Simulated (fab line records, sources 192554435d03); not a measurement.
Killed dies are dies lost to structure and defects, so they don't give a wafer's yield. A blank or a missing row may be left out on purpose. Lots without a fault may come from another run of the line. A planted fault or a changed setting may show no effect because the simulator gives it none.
fab line records | flow n5_finfet
record lots=7 wafers=39
route steps=1938 shown DUMMY_GATE@228 HKMG_FIN@435 GATE_CUT@469
start_h: hours from the record's first day to the start of the lot's first wafer shown | wait_h: hours since the lot's step before | " the same as in the row above | L1.1+2: a row that stands for several wafers | - no value, or no start given | * or withheld: withheld | < > ~ a bound
route shown NAME@n: a module of which the file shows steps, and the number in the route of the first | usual: mean/standard deviation of fault-free wafers | same: alike in all rows | chamber/n: place in a boat | sites: the reading at each site | _std_site: their standard deviation | _edge_site: outer sites' mean less inner sites' | radius_mm: how far each site lies from the wafer's centre | mask NAME#n: copy n | behind: the tool/chamber that last shaped the wafer | hold: why the lot was held/for how many hours/how that ended | device: the transistor (n, p or np) that didn't switch | end of line: the same wafers' tests at the end of the route | a step without rows: its recipe alone | killed: dies lost to structure and defects at the first sort, not the wafer's yield | map: a wafer's dies, x killed, . not, _ none there
set.NAME: the setting as run; set.NAME@STEP: as run at that earlier step | model.NAME: the simulator's own value behind a step, which no gauge read
lots whose settings were changed on purpose; a table a step, a row a wafer
## steps
# step N5_DUMMY_GATE_EXPOSE_12
# recipe mask_id=GATE na=0.33 source_shape=annular sigma_inner=0.2 sigma_outer=0.6 polarization=unpolarized target_cd_nm=25 dose_mj=34
# columns lot.wafer tool chamber start_h wait_h mask set.dose_mj
L075.4+5+6 euv_scanner-02 0 55.09 - GATE#0 34
L082.1+3+4 euv_scanner-02 0 92.90 - GATE#0 34
L082.2+5+6 " 0 " " GATE#0 31.34
L083.1+4+6 euv_scanner-02 0 99.40 - GATE#0 32.58
L083.2+3+5 " 0 " " GATE#0 34
L089.1+3+4 euv_scanner-01 0 135.97 - GATE#0 32.16
L089.2+5+6 " 0 " " GATE#0 34
L090.1+2+3+4+5+6 euv_scanner-01 0 141.66 - GATE#0 34
L093.1+4+6 euv_scanner-01 0 161.10 - GATE#0 34
L093.2+3+5 " 0 " " GATE#0 35.52
L097.1+2+3 euv_scanner-02 0 187.36 - GATE#0 36.23
L097.4+5+6 " 0 " " GATE#0 34
# step N5_DUMMY_GATE_PEB_13
# recipe peb_temp_c=100 peb_time_s=60 resist=CAR-EUV
# step N5_DUMMY_GATE_DEVELOP_14
# recipe develop_time_s=30 developer=TMAH resist=CAR-EUV rinse_liquid=surfactant_rinse dry=air_spin dev_temp_c=23
# step N5_DUMMY_GATE_CD_MEAS_15
# recipe target_cd_nm=25.8 landing_energy_ev=500 detector=se_inlens
# usual cd_nm=25.05/0.24
# columns lot.wafer tool chamber start_h wait_h set.dose_mj@DUMMY_GATE_EXPOSE_12 cd_nm
L075.4 cd_sem-02 0 55.21 - 34 24.92
L075.5 " 0 " " 34 25.65
L075.6 " 0 " " 34 25.45
L082.1 cd_sem-03 0 93.02 - 34 25.05
L082.2 " 0 " " 31.34 26.55
L082.3 " 0 " " 34 25.11
L082.4 " 0 " " 34 24.84
L082.5 " 0 " " 31.34 26.25
L082.6 " 0 " " 31.34 26.30
L083.1 cd_sem-03 0 99.53 - 32.58 25.81
L083.2 " 0 " " 34 25.04
L083.3 " 0 " " 34 24.85
L083.4 " 0 " " 32.58 25.69
L083.5 " 0 " " 34 24.84
L083.6 " 0 " " 32.58 26.07
L089.1 cd_sem-03 0 136.09 - 32.16 26.17
L089.2 " 0 " " 34 25.02
L089.3 " 0 " " 32.16 26.27
L089.4 " 0 " " 32.16 26.55
L089.5 " 0 " " 34 24.93
L089.6 " 0 " " 34 25.00
L090.1 cd_sem-03 0 141.79 - 34 25.00
L090.2 " 0 " " 34 25.06
L090.3 " 0 " " 34 25.24
L090.4 " 0 " " 34 25.30
L090.5 " 0 " " 34 25.45
L090.6 " 0 " " 34 25.29
L093.1 cd_sem-01 0 161.22 - 34 24.91
L093.2 " 0 " " 35.52 24.26
L093.3 " 0 " " 35.52 24.64
L093.4 " 0 " " 34 25.18
L093.5 " 0 " " 35.52 24.89
L093.6 " 0 " " 34 25.56
L097.1 cd_sem-03 0 187.49 - 36.23 23.96
L097.2 " 0 " " 36.23 23.91
L097.3 " 0 " " 36.23 23.82
L097.4 " 0 " " 34 25.36
L097.5 " 0 " " 34 25.31
L097.6 " 0 " " 34 25.09
# step N5_DUMMY_GATE_ETCH_37
# recipe chemistry=N2/H2 target=SOC target_depth_a=600 overetch_a=300 temp_c=40 ion_energy_ev=200 pressure_mtorr=30 source_w=840 bias_w=150 n2_flow_sccm=200 h2_flow_sccm=200
# usual rf_vpp_V=523.6/2.5
# columns lot.wafer tool chamber start_h wait_h set.source_w rf_vpp_V
L075.4 rie_diel-05 0 55.48 0.0 840 522.2
L075.5 " 2 " " 840 523.7
L075.6 " 3 " " 840 524.6
L082.1 rie_diel-03 0 93.31 0.0 840 527.4
L082.2 " 1 " " 840 526.8
L082.3 " 3 " " 840 524.6
L082.4 " 2 " " 840 519.8
L082.5 " 1 " " 840 526.6
L082.6 " 2 " " 840 520.1
L083.1 rie_diel-03 2 99.80 0.0 896.8 509.5
L083.2 " 1 " " 896.8 514.8
L083.3 " 0 " " 840 527.6
L083.4 " 3 " " 840 525.1
L083.5 " 1 " " 896.8 514.9
L083.6 " 0 " " 840 526.6
L089.1 rie_diel-04 1 136.37 0.0 840 522.0
L089.2 " 3 " " 840 529.0
L089.3 " 2 " " 840 520.8
L089.4 " 0 " " 840 521.7
L089.5 " 2 " " 840 521.1
L089.6 " 1 " " 840 524.1
L090.1 rie_diel-05 3 142.41 0.0 840 524.7
L090.2 " 2 " " 840 524.4
L090.3 " 1 " " 996.4 491.7
L090.4 " 0 " " 996.4 493.9
L090.5 " 0 " " 840 522.5
L090.6 " 3 " " 996.4 495.5
L093.1 rie_diel-03 0 161.53 0.0 988.4 498.1
L093.2 " 2 " " 840 520.7
L093.3 " 3 " " 840 524.7
L093.4 " 3 " " 840 525.5
L093.5 " 2 " " 988.4 493.8
L093.6 " 0 " " 988.4 499.4
L097.1 rie_diel-04 3 187.84 0.0 968 504.0
L097.2 " 0 " " 840 521.9
L097.3 " 2 " " 840 520.5
L097.4 " 1 " " 968 498.3
L097.5 " 2 " " 840 519.3
L097.6 " 1 " " 968 497.3
# step N5_DUMMY_GATE_STRIP_38
# recipe chemistry=N2/H2 temp_c=40 n2_flow_sccm=200 h2_flow_sccm=200 rf_frequency_hz=6e+07
# step N5_DUMMY_GATE_STRIP_39
# recipe chemistry=N2/H2 temp_c=40 n2_flow_sccm=200 h2_flow_sccm=200 rf_frequency_hz=6e+07
# step N5_DUMMY_GATE_TRIM_49
# recipe chemistry=O2 resist=SOC time_s=29 target_cd_nm=14 source_power_w=300 bias_power_w=0 O2_flow_sccm=100 temp_c=20
# columns lot.wafer tool chamber start_h wait_h set.dose_mj@DUMMY_GATE_EXPOSE_12 model.DUMMY_GATE.cd_nm
L075.4 rie_si-06 0 55.56 0.0 34 14
L075.5+6 " 0,3 " " 34 14.4
L082.1+3 rie_si-01 2,3 93.39 0.0 34 13.8
L082.2+6 " 1 " " 31.34 14.8
L082.4 " 0 " " 34 14
L082.5 " 2 " " 31.34 15
L083.1 rie_si-06 0 99.88 0.0 32.58 14.2
L083.2+5 " 2,3 " " 34 13.6
L083.3 " 3 " " 34 13.8
L083.4 " 0 " " 32.58 14.4
L083.6 " 2 " " 32.58 14.8
L089.1+4 rie_si-06 1,0 136.46 0.0 32.16 15
L089.2 " 3 " " 34 14
L089.3 " 2 " " 32.16 14.8
L089.5 " 2 " " 34 13.6
L089.6 " 3 " " 34 14.2
L090.1 rie_si-01 3 142.49 0.0 34 14
L090.2+5 " 2,3 " " 34 14.2
L090.3+6 " 0 " " 34 13.8
L090.4 " 1 " " 34 13.6
L093.1 rie_si-06 0 161.61 0.0 34 12.8
L093.2 " 1 " " 35.52 12.8
L093.3 " 2 " " 35.52 13
L093.4 " 3 " " 34 13.6
L093.5 " 0 " " 35.52 12.6
L093.6 " 1 " " 34 13.2
L097.1 rie_si-03 3 187.92 0.0 36.23 12
L097.2 " 2 " " 36.23 12.8
L097.3 " 0 " " 36.23 12.4
L097.4 " 1 " " 34 13.4
L097.5 " 2 " " 34 13.8
L097.6 " 1 " " 34 13.6
# step N5_DUMMY_GATE_ETCH_32
# recipe chemistry=CF4 target=SiO2 target_depth_a=35 time_s=3.9 ion_energy_ev=350 pressure_mtorr=10 icp_w=800 bias_w=400 cf4_flow_sccm=80
# columns lot.wafer tool chamber start_h wait_h set.time_s model.etch.depth_nm
L075.4 rie_si-01 2 56.01 0.1 3.9 3.478
L075.5 " 1 " " 3.9 3.579
L075.6 " 0 " " 3.9 3.428
L082.1 rie_si-06 1 93.98 0.1 3.9 3.635
L082.2 " 2 " " 3.9 3.502
L082.3 " 0 " " 2.996 2.761
L082.4 " 2 " " 2.996 2.678
L082.5 " 0 " " 3.9 3.624
L082.6 " 1 " " 2.996 2.766
L083.1 rie_si-03 2 100.34 0.1 3.052 2.726
L083.2 " 0 " " 3.052 2.873
L083.3 " 3 " " 3.052 2.731
L083.4 " 1 " " 3.9 3.582
L083.5 " 2 " " 3.9 3.445
L083.6 " 1 " " 3.9 3.615
L089.1 rie_si-01 1 136.90 0.1 3.9 3.594
L089.2 " 3 " " 2.966 2.595
L089.3 " 2 " " 3.9 3.451
L089.4 " 0 " " 2.966 2.602
L089.5 " 1 " " 2.966 2.768
L089.6 " 0 " " 3.9 3.42
L090.1 rie_si-01 2 143.38 0.1 3.9 3.508
L090.2 " 0 " " 4.717 4.156
L090.3 " 3 " " 4.717 4.144
L090.4 " 1 " " 3.9 3.601
L090.5 " 1 " " 3.9 3.638
L090.6 " 0 " " 4.717 4.171
L093.1 rie_si-03 1 162.18 0.1 3.9 3.586
L093.2 " 2 " " 3.36 3.016
L093.3 " 3 " " 3.36 3.038
L093.4 " 0 " " 3.9 3.664
L093.5 " 2 " " 3.9 3.538
L093.6 " 1 " " 3.36 3.112
L097.1 rie_si-06 1 188.36 0.1 4.576 4.26
L097.2 " 0 " " 4.576 4.235
L097.3 " 3 " " 3.9 3.577
L097.4 " 2 " " 3.9 3.534
L097.5 " 0 " " 4.576 4.24
L097.6 " 3 " " 3.9 3.556
# step N5_HKMG_FIN_ETCH_32
# recipe chemistry=N2/H2 target=SOC target_depth_a=2400 temp_c=40 time_s=300 ion_energy_ev=200 mask_material=SiARC pressure_mtorr=30 source_w=840 bias_w=150 n2_flow_sccm=200 h2_flow_sccm=200
# columns lot.wafer tool chamber start_h wait_h set.target_depth_a model.HKMG_FIN.feature_depth_nm model.etch.depth_nm model.SiARC_of_HKMG_FIN_COAT_30.thk_nm
L075.4 rie_diel-01 2 84.58 0.0 2400 234.6 234.6 21.4
L075.5 " 1 " " 2400 235.6 235.5 21.2
L075.6 " 2 " " 2400 233.6 233.7 21.4
L082.1 rie_diel-01 0 122.79 0.0 2400 244 244.1 21
L082.2 " 1 " " 2400 235.8 235.8 21.2
L082.3 " 3 " " 2400 247.8 247.7 20.8
L082.4 " 2 " " 2400 236.2 236.2 21.2
L082.5 " 3 " " 2400 244.2 244.2 21
L082.6 " 2 " " 2400 235.8 235.9 21
L083.1 rie_diel-06 2 129.14 0.0 2658 267 267 19.6
L083.2 " 3 " " 2400 235.8 235.9 21
L083.3 " 0 " " 2658 274.4 274.4 18.8
L083.4 " 2 " " 2400 241.4 241.5 21
L083.5 " 0 " " 2400 246.8 246.8 20.4
L083.6 " 3 " " 2658 260 260 19.6
L089.1 rie_diel-06 1 165.24 0.0 2589 255 254.9 20
L089.2 " 2 " " 2589 266.4 266.3 19.4
L089.3 " 0 " " 2589 270.2 270.2 19
L089.4 " 3 " " 2400 233.2 233.2 21.2
L089.5 " 3 " " 2400 235.6 235.6 21
L089.6 " 2 " " 2400 245.8 245.9 20.8
L090.1 rie_diel-06 2 170.80 0.0 2552 259.4 259.5 20
L090.2 " 0 " " 2400 251.8 251.7 20.2
L090.3 " 3 " " 2400 235.8 235.8 21
L090.4 " 1 " " 2400 235.4 235.4 21.2
L090.5 " 3 " " 2552 249.6 249.5 20.2
L090.6 " 2 " " 2552 261.8 261.9 19.8
L093.1 rie_diel-06 0 191.59 0.0 2686 277.6 277.6 18.6
L093.2 " 2 " " 2686 274.2 274.1 19.2
L093.3 " 1 " " 2400 239.4 239.4 21.2
L093.4 " 3 " " 2400 234 234.1 21.2
L093.5 " 2 " " 2686 274.2 274.2 19.2
L093.6 " 1 " " 2400 237.6 237.6 21.2
L097.1 rie_diel-06 0 217.92 0.0 2299 239.4 239.3 20.8
L097.2 " 1 " " 2299 228.8 228.9 21.6
L097.3 " 2 " " 2299 232.8 232.7 21.4
L097.4 " 3 " " 2400 235.4 235.4 21
L097.5 " 1 " " 2400 238.8 238.8 21
L097.6 " 2 " " 2400 242.6 242.5 21
# step N5_GATE_CUT_ETCH_58
# recipe chemistry=CH3F/O2 target=SiNx target_depth_a=170 time_s=128.6 ion_energy_ev=50 pressure_mtorr=30 source_w=415 bias_w=21 Ar_flow_sccm=150 CH3F_flow_sccm=30 O2_flow_sccm=20
# usual rf_vpp_V=99.1/1.1
# columns lot.wafer tool chamber start_h wait_h set.source_w rf_vpp_V
L075.4 rie_diel-05 1 89.41 0.0 415 99.6
L075.5 " 1 " " 415 98.7
L075.6 " 0 " " 415 98.2
L082.1 rie_diel-03 1 127.55 0.0 415 100.8
L082.2 " 0 " " 415 99.1
L082.3 " 3 " " 353 105.2
L082.4 " 2 " " 415 96.8
L082.5 " 2 " " 353 103.4
L082.6 " 3 " " 353 106.2
L083.1 rie_diel-04 3 134.17 0.1 443.4 97.5
L083.2 " 2 " " 415 97.7
L083.3 " 0 " " 415 100.7
L083.4 " 1 " " 415 99.5
L083.5 " 2 " " 443.4 96.4
L083.6 " 3 " " 443.4 96.4
L089.1 rie_diel-04 2 169.86 0.0 484 94.7
L089.2 " 1 " " 415 99.4
L089.3 " 3 " " 484 94.8
L089.4 " 0 " " 484 95.0
L089.5 " 0 " " 415 99.0
L089.6 " 1 " " 415 98.2
L090.1 rie_diel-03 0 175.44 0.0 341 107.0
L090.2 " 2 " " 415 97.0
L090.3 " 3 " " 415 99.4
L090.4 " 1 " " 341 106.6
L090.5 " 2 " " 415 97.5
L090.6 " 3 " " 341 106.6
L093.1 rie_diel-03 2 196.32 0.1 448 94.0
L093.2 " 0 " " 415 97.7
L093.3 " 3 " " 448 98.3
L093.4 " 1 " " 415 100.0
L093.5 " 3 " " 415 98.5
L093.6 " 0 " " 448 97.0
L097.1 rie_diel-03 3 222.87 0.0 449.2 97.4
L097.2 " 0 " " 415 99.9
L097.3 " 1 " " 449.2 95.4
L097.4 " 2 " " 415 98.3
L097.5 " 3 " " 415 97.6
L097.6 " 2 " " 449.2 93.4
## key
split step=N5_DUMMY_GATE_EXPOSE_12 setting=dose_mj stated=34 by=wafer
response step=N5_DUMMY_GATE_CD_MEAS_15 reading=cd_nm change=-0.196 per=1% r=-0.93
response step=N5_DUMMY_GATE_TRIM_49 reading=model.DUMMY_GATE.cd_nm change=-0.153 per=1% r=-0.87
split step=N5_DUMMY_GATE_ETCH_37 setting=source_w stated=840 by=wafer
response step=N5_DUMMY_GATE_ETCH_37 reading=rf_vpp_V change=-1.53 per=1% r=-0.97
split step=N5_DUMMY_GATE_ETCH_32 setting=time_s stated=3.9 by=wafer
response step=N5_DUMMY_GATE_ETCH_32 reading=model.etch.depth_nm change=+0.035 per=1% r=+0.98
split step=N5_HKMG_FIN_ETCH_32 setting=target_depth_a stated=2400 by=wafer
response step=N5_HKMG_FIN_ETCH_32 reading=model.HKMG_FIN.feature_depth_nm change=+2.81 per=1% r=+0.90
response step=N5_HKMG_FIN_ETCH_32 reading=model.etch.depth_nm change=+2.8 per=1% r=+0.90
response step=N5_HKMG_FIN_ETCH_32 reading=model.SiARC_of_HKMG_FIN_COAT_30.thk_nm change=-0.16 per=1% r=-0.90
split step=N5_GATE_CUT_ETCH_58 setting=source_w stated=415 by=wafer
response step=N5_GATE_CUT_ETCH_58 reading=rf_vpp_V change=-0.378 per=1% r=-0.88
